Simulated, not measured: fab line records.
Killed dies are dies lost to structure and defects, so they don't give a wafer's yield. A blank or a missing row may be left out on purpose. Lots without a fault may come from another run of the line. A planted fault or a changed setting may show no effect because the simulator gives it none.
Matching of chambers :: flow nand-harc :: 4 sister chambers for NHARC_THIN_TSV_CMP_21 on cmp-04
The step polishes, t overpolish 30 s, target thk 2000 nm. 4 wafers are shown with their chamber, then 9 later ones without.

EACH WAFER AND ITS CHAMBER
wafer: L588.4
chamber: 0
motor-current-A (A): 10.2

wafer: L603.1
chamber: 1
motor-current-A (A): 11.4

wafer: L603.3
chamber: 2
motor-current-A (A): 11.3

wafer: L603.4
chamber: 3
motor-current-A (A): 10.6

WAFERS WITH NO CHAMBER GIVEN
wafer: L600.2
motor-current-A (A): 10.2

wafer: L600.3
motor-current-A (A): 10.1

wafer: L600.5
motor-current-A (A): 11.5

wafer: L608.1
motor-current-A (A): 10.7

wafer: L608.5
motor-current-A (A): 10.4

wafer: L608.6
motor-current-A (A): 10.4

wafer: L607.2
motor-current-A (A): 12.3

wafer: L607.5
motor-current-A (A): 12.7

wafer: L607.6
motor-current-A (A): 10.2

THE CHAMBER EACH PASSED THROUGH
wafer: L600.2
from the rows above: can't be placed: 0 or 3
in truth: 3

wafer: L600.3
from the rows above: can't be placed: 0 or 3
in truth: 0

wafer: L600.5
from the rows above: can't be placed: 1 or 2 or 3
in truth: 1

wafer: L608.1
from the rows above: can't be placed: 3 or 0 or 2 or 1
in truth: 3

wafer: L608.5
from the rows above: can't be placed: 3 or 0 or 2 or 1
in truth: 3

wafer: L608.6
from the rows above: can't be placed: 3 or 0 or 2 or 1
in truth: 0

wafer: L607.2
from the rows above: can't be placed: 1 or 2 or 3
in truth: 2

wafer: L607.5
from the rows above: can't be placed: 1 or 2 or 3
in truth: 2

wafer: L607.6
from the rows above: can't be placed: 0 or 3
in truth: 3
Correct placement for 0 of the 9. Cannot be placed on the basis of these rows: 9; the candidates contain the true chamber in 9. Number placed wrongly: 0.
How it was worked out, from the rows above alone: a wafer's distance from a chamber is the root of the sum, over the readings, of the square of ((its reading less the chamber's mean) divided by the reading's scatter). The wafer belongs to the nearest chamber; if the next one is less than 2 further off, it can't be placed. For every chamber, the mean is computed from those of its wafers that are shown. The scatter: with one shown wafer a chamber, the root of the mean of the squares of how far each hidden wafer lies from its nearest shown one.
